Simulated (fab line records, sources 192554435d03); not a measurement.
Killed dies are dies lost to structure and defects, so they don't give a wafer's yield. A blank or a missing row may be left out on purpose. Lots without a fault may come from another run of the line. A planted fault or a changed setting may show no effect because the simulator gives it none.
Which tool did it? | flow n5_finfet | 10 lots, 30 wafers sampled, at 4 steps of a route of 1938

WHAT THE GAUGES READ, wafer by wafer
N5_SDB_THK_MEAS_31.
lot  | measured    | on            | SDB_THK (nm)
L336 | day 4 10:08 | film_metro-02 | 65.7 65.1 64.4
L339 | day 5 02:51 | film_metro-01 | 65.2 64.6 63.4
L346 | day 7 01:28 | film_metro-02 | 66.5 66.0 66.0
L347 | day 7 06:52 | film_metro-01 | 63.3 62.6 63.3
L348 | day 7 08:57 | film_metro-01 | 62.9 63.2 64.4
L350 | day 7 20:01 | film_metro-01 | 63.2 64.0 63.4
L351 | day 8 02:47 | film_metro-02 | 65.7 64.6 66.7
L354 | day 8 19:41 | film_metro-01 | 65.3 64.3 63.0
L356 | day 9 09:47 | film_metro-01 | 65.4 65.2 63.9
L357 | day 9 15:38 | film_metro-01 | 64.2 63.4 65.0

WHICH TOOL RAN EACH LOT (tool, then ch and the chambers of the sampled wafers, then the start)
lot  | N5_SPACER0_ALD_07                | N5_SDB_HM_OPEN_20                 | N5_SDB_ETCH_25
L336 | ald_sin-01 ch 0,3, day 3 11:44   | rie_diel-06 ch 1,2,3, day 4 06:32 | rie_diel-03 ch 0,2, day 4 06:50
L339 | ald_sin-01 ch 0,3, day 4 06:17   | rie_diel-03 ch 1,3, day 4 23:16   | rie_diel-03 ch 2,3, day 4 23:34
L346 | ald_sin-04 ch 1,2,3, day 6 03:26 | rie_diel-02 ch 0,1,2, day 6 21:50 | rie_diel-06 ch 0,1, day 6 22:10
L347 | ald_sin-04 ch 0,1, day 6 10:05   | rie_diel-06 ch 0,1, day 7 03:17   | rie_diel-06 ch 0,2, day 7 03:35
L348 | ald_sin-04 ch 2,3, day 6 11:25   | rie_diel-02 ch 2,3, day 7 04:59   | rie_diel-06 ch 1,2, day 7 05:40
L350 | ald_sin-04 ch 0,2,3, day 6 23:24 | rie_diel-06 ch 1,2,3, day 7 16:22 | rie_diel-02 ch 1,3, day 7 16:40
L351 | ald_sin-04 ch 0,2, day 7 04:30   | rie_diel-02 ch 0,1, day 7 22:47   | rie_diel-06 ch 0,1,3, day 7 23:13
L354 | ald_sin-01 ch 1,2,3, day 7 22:05 | rie_diel-06 ch 0,1,3, day 8 15:10 | rie_diel-02 ch 0,1,3, day 8 15:50
L356 | ald_sin-03 ch 2,3, day 8 10:18   | rie_diel-02 ch 0,1,3, day 9 06:03 | rie_diel-03 ch 0,2,3, day 9 06:25
L357 | ald_sin-01 ch 0,2,3, day 8 17:56 | rie_diel-06 ch 1,2,3, day 9 12:02 | rie_diel-06 ch 1,2,3, day 9 12:20
- N5_SPACER0_ALD_07: deposits SiNx, target thk 2 nm.
- N5_SDB_HM_OPEN_20: chemistry CH3F/O2, target SiNx, stops on poly-Si, target depth 24 nm.
- N5_SDB_ETCH_25: etches SiO2 in C4F6/O2, target depth 10 nm, time 3.3 s.

THE ANSWER, worked out from the rows above alone
Rule: what is usual is taken from the lots themselves. Put in order of their means at a reading, lots are off if they are a third of the lots or fewer, leave a main group of 4 or more, and stand apart from it by a gap of 3 or more times the standard deviation of the main group's means; of several such gaps the widest counts. A main group whose means are all the same, to the digits that the tables above print for the reading, isn't used. A lot without any number at a reading at which 4 lots or more have one is off too. The other lots that the step has rows for count as sound.
No lot is off at any reading shown: from this, nothing can be told.

WHAT THE SIMULATOR HAD PUT IN
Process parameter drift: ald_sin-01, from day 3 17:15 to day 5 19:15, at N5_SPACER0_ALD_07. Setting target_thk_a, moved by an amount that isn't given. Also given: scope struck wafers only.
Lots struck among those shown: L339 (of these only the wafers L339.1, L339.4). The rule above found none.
